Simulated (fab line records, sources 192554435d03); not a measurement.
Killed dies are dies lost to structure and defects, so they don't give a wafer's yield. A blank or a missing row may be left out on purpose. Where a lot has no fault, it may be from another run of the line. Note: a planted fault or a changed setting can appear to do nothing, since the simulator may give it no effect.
Which tool is to blame? | flow n5-finfet | 11 lots, 33 wafers sampled, at 5 steps of a route of 1938

WHAT THE GAUGES SHOWED, per wafer
The record holds no reading of a measuring or inspecting step that can be judged against a usual standard deviation.

EACH LOT AND THE TOOL THAT RAN IT (in order: tool; ch and the chambers of the sampled wafers; start)
lot  | N5_BEOL_M6_HM_STRIP_39              | N5_BEOL_M14_CMP_49            | N5_BEOL_M15_STRIP_37                          | N5_MIM_TOP_DEGAS_04          | N5_PASSIVATION_PROBE_49
L966 | wet-bench-05 ch 1,3,4, day 8 20:08  | cmp-01 ch 1,2, day 11 08:37   | rie-diel-03 ch 0,1,2, day 11 18:16 or earlier | pvd-sputter-02, day 11 18:16 | -
L967 | wet-bench-05 ch 0,4,5, day 8 21:08  | cmp-04 ch 0,1,3, day 11 12:30 | rie-diel-03 ch 1,3, day 11 21:31 or earlier   | pvd-sputter-03, day 11 21:31 | -
L968 | wet-bench-05 ch 4,6,7, day 9 02:14  | cmp-02 ch 1,2,3, day 11 13:39 | rie-diel-04 ch 1,2, day 12 00:38 or earlier   | pvd-sputter-01, day 12 00:38 | -
L970 | wet-bench-01 ch 4,6,7, day 9 06:25  | cmp-01 ch 2,3, day 11 18:54   | rie-diel-03 ch 2,3, day 12 03:21 or earlier   | pvd-sputter-01, day 12 03:21 | -
L969 | wet-bench-03 ch 0,6,7, day 9 08:20  | cmp-04 ch 0,2,3, day 11 23:02 | rie-diel-01 ch 1,2, day 12 07:01 or earlier   | pvd-sputter-03, day 12 07:01 | -
L971 | wet-bench-03 ch 3,4,6, day 9 19:14  | cmp-04 ch 0,1,2, day 13 02:10 | rie-diel-01 ch 0,3, day 13 18:10 or earlier   | pvd-sputter-03, day 13 18:10 | -
L973 | wet-bench-03 ch 0,6,7, day 11 02:29 | cmp-01 ch 1,2,3, day 13 21:07 | rie-diel-04 ch 0,3, day 14 10:49 or earlier   | pvd-sputter-02, day 14 10:49 | -
L976 | wet-bench-05 ch 0,4,7, day 11 02:44 | cmp-04 ch 1,2,3, day 13 20:46 | rie-diel-01 ch 2,3, day 14 09:37 or earlier   | pvd-sputter-03, day 14 09:37 | -
L975 | wet-bench-05 ch 1,2,4, day 11 05:48 | cmp-01 ch 0,3, day 13 13:28   | rie-diel-01 ch 0,2,3, day 13 23:53 or earlier | pvd-sputter-03, day 13 23:53 | -
L974 | wet-bench-03 ch 3,5,7, day 11 06:11 | cmp-02 ch 0,1,3, day 13 19:17 | rie-diel-04 ch 0,2, day 14 06:07 or earlier   | pvd-sputter-01, day 14 06:07 | -
L978 | wet-bench-05 ch 0,1,7, day 11 13:14 | cmp-04 ch 1,2,3, day 14 04:05 | rie-diel-01 ch 0,1,3, day 14 21:49 or earlier | pvd-sputter-02, day 14 21:49 | prober-02, day 15 07:40
- N5_BEOL_M6_HM_STRIP_39: strips TiN in peroxide tin strip, target depth 25 nm, time 158 s.
- N5_BEOL_M14_CMP_49: polishes, stops on SiO2, t overpolish 5.2 s, target thk 560 nm.
- N5_BEOL_M15_STRIP_37: strips in O2.
- N5_MIM_TOP_DEGAS_04: time 60 s.
- N5_PASSIVATION_PROBE_49

WHAT THE TOOLS THEMSELVES READ (means of the sampled wafers that have a number; where no wafer has one, the mark that the record gives instead)
N5_BEOL_M14_CMP_49. Usual: barrier-field-endpoint-s 11.28 s, standard deviation 0.21; clearing-platen-rpm 80.01 rpm, standard deviation 0.043; motor-current-A 8.3 A, standard deviation 0.56; overpolish-run-s 5.200 s, standard deviation 0.009; slurry-filter-dp-kPa 13.52 kPa, standard deviation 0.13; time-to-endpoint-s 120 s, standard deviation 3.1.
lot  | tool   | barrier-field-endpoint-s (s) | clearing-platen-rpm (rpm) | motor-current-A (A) | overpolish-run-s (s) | slurry-filter-dp-kPa (kPa) | time-to-endpoint-s (s) | flag
L966 | cmp-01 | 11.55                        | 80.01                     | 9.2                 | 5.204                | 13.54                      | 121                    |
L967 | cmp-04 | 10.90                        | 80.03                     | 7.9                 | 5.201                | 13.53                      | 119                    |
L968 | cmp-02 | 11.37                        | 80.01                     | 8.1                 | 5.202                | 13.56                      | 121                    |
L970 | cmp-01 | 11.46                        | 79.97                     | 9.0                 | 5.197                | 13.55                      | 118                    |
L969 | cmp-04 | 11.25                        | 80.03                     | 8.0                 | 5.211                | 13.49                      | 118                    |
L971 | cmp-04 | 11.54                        | 80.04                     | 8.0                 | 5.201                | 13.54                      | 124                    |
L973 | cmp-01 | 11.28                        | 80.01                     | 8.9                 | 5.197                | 13.41                      | 123                    |
L976 | cmp-04 | 11.18                        | 80.02                     | 8.2                 | 5.197                | 13.64                      | 121                    |
L975 | cmp-01 | 11.38                        | 80.00                     | 8.4                 | 5.195                | 13.66                      | 124                    |
L974 | cmp-02 | 11.00                        | 80.03                     | 8.3                 | 5.201                | 13.34                      | 118                    |
L978 | cmp-04 | 11.49                        | 80.00                     | 8.2                 | 5.209                | 13.55                      | 122                    |

N5_BEOL_M15_STRIP_37. Usual: drypump-motor-current-A 5.5 A, standard deviation 0.43; oes-product-au 0.82 a.u., standard deviation 0.059; rf-vpp-V 3.6 V, standard deviation 0.59; showerhead-plenum-p-Torr 2.13 Torr, standard deviation 0.078; throttle-valve-pct 16.65 %, standard deviation 0.21.
lot  | tool        | drypump-motor-current-A (A) | oes-product-au (a.u.) | rf-vpp-V (V) | showerhead-plenum-p-Torr (Torr) | throttle-valve-pct (%) | flag
L966 | rie-diel-03 | 5.5                         | 0.86                  | 3.7          | 2.19                            | 16.71                  |
L967 | rie-diel-03 | 5.5                         | 0.82                  | 3.8          | 2.10                            | 16.69                  |
L968 | rie-diel-04 | 5.8                         | 0.72                  | 4.0          | 2.12                            | 16.80                  |
L970 | rie-diel-03 | 4.9                         | 0.80                  | 3.1          | 2.09                            | 16.90                  |
L969 | rie-diel-01 | 5.8                         | 0.86                  | 3.9          | 2.17                            | 16.34                  |
L971 | rie-diel-01 | 5.3                         | 0.82                  | 4.3          | 2.15                            | 16.66                  |
L973 | rie-diel-04 | 6.3                         | 0.75                  | 3.5          | 2.03                            | 16.71                  |
L976 | rie-diel-01 | 5.5                         | 0.86                  | 2.9          | 2.07                            | 16.54                  |
L975 | rie-diel-01 | 5.4                         | 0.85                  | 3.5          | 2.13                            | 16.61                  |
L974 | rie-diel-04 | 5.8                         | 0.92                  | 3.3          | 2.14                            | 16.47                  |
L978 | rie-diel-01 | 5.5                         | 0.81                  | 3.5          | 2.18                            | 16.56                  |

N5_MIM_TOP_DEGAS_04. Usual: heater-power-w 460 W, standard deviation 48; susceptor-temp-C 299.99 C, standard deviation 0.19.
lot  | tool           | heater-power-w (W) | susceptor-temp-C (C) | flag
L966 | pvd-sputter-02 | 416                | 299.93               |
L967 | pvd-sputter-03 | 445                | 299.96               |
L968 | pvd-sputter-01 | 495                | 299.89               |
L970 | pvd-sputter-01 | 535                | 300.00               |
L969 | pvd-sputter-03 | 453                | 300.07               |
L971 | pvd-sputter-03 | 450                | 299.90               |
L973 | pvd-sputter-02 | 461                | 299.89               |
L976 | pvd-sputter-03 | 452                | 300.06               |
L975 | pvd-sputter-03 | 439                | 299.77               |
L974 | pvd-sputter-01 | 493                | 300.03               |
L978 | pvd-sputter-02 | 445                | 300.05               |

N5_PASSIVATION_PROBE_49. Usual: defect-limited-yield 91.1 %, standard deviation 1.3; killed_at_M0_to_M3 34, standard deviation 10; killed_at_M4_up 14, standard deviation 5.7; killed-at-contacts 12, standard deviation 5.9; killed-at-front-end 41, standard deviation 12; killed-at-other 4, standard deviation 3.1; killed-dies 105, standard deviation 15; killed-on-rim 14, standard deviation 4.2; killed-open 69, standard deviation 11; killed-short 35, standard deviation 7.8; sort_bin_5_function 5.3 %, standard deviation 0.81; sort_bin_6_memory 3.3 %, standard deviation 0.75; sort-n-pass 1075, standard deviation 15; sort-yield-pct 91.1 %, standard deviation 1.3.
lot  | tool      | defect-limited-yield (%) | killed_at_M0_to_M3 | killed_at_M4_up | killed-at-contacts | killed-at-front-end | killed-at-other | killed-dies | killed-on-rim | killed-open | killed-short | sort_bin_5_function (%) | sort_bin_6_memory (%) | sort-n-pass | sort-yield-pct (%) | flag
L978 | prober-02 | 88.0                     | 29                 | 44              | 12                 | 50                  | 7               | 142         | 20            | 74          | 39           | 6.9                     | 4.0                   | 1038        | 88.0               | OFF

THE ANSWER, worked out from the rows above alone
Rule: lot off if the mean of its wafers having a number is beyond 3 standard deviations from the usual mean. A lot without any number at a reading at which 4 lots or more have one is off too. Any other lot the step has rows for is counted as sound. Order of review: gauges by route order, followed by the tools' own readings, for which a lot's mean as printed above is used. The first step at which some lot is off is used, and at that step the reading that is off furthest; a lot without a number counts as furthest.
Off, at N5_PASSIVATION_PROBE_49 on killed_at_M4_up: L978. Neither off nor sound, because the step has no rows for them: L966, L967, L968, L970, L969, L971, L973, L976, L975, L974.
If a tool, at that step or one of the process steps before it, ran each lot that is off and ran no sound lot following the first of them, it fits. Because N5_BEOL_M15_STRIP_37 lacks a start for some lots, the hours and order of its lots are taken from N5_MIM_TOP_DEGAS_04. Can't be told from this: 5 tools fit, wet-bench-05 at N5_BEOL_M6_HM_STRIP_39, cmp-04 at N5_BEOL_M14_CMP_49, rie-diel-01 at N5_BEOL_M15_STRIP_37, pvd-sputter-02 at N5_MIM_TOP_DEGAS_04, prober-02 at N5_PASSIVATION_PROBE_49.

WHAT THE SIMULATOR HAD PUT IN
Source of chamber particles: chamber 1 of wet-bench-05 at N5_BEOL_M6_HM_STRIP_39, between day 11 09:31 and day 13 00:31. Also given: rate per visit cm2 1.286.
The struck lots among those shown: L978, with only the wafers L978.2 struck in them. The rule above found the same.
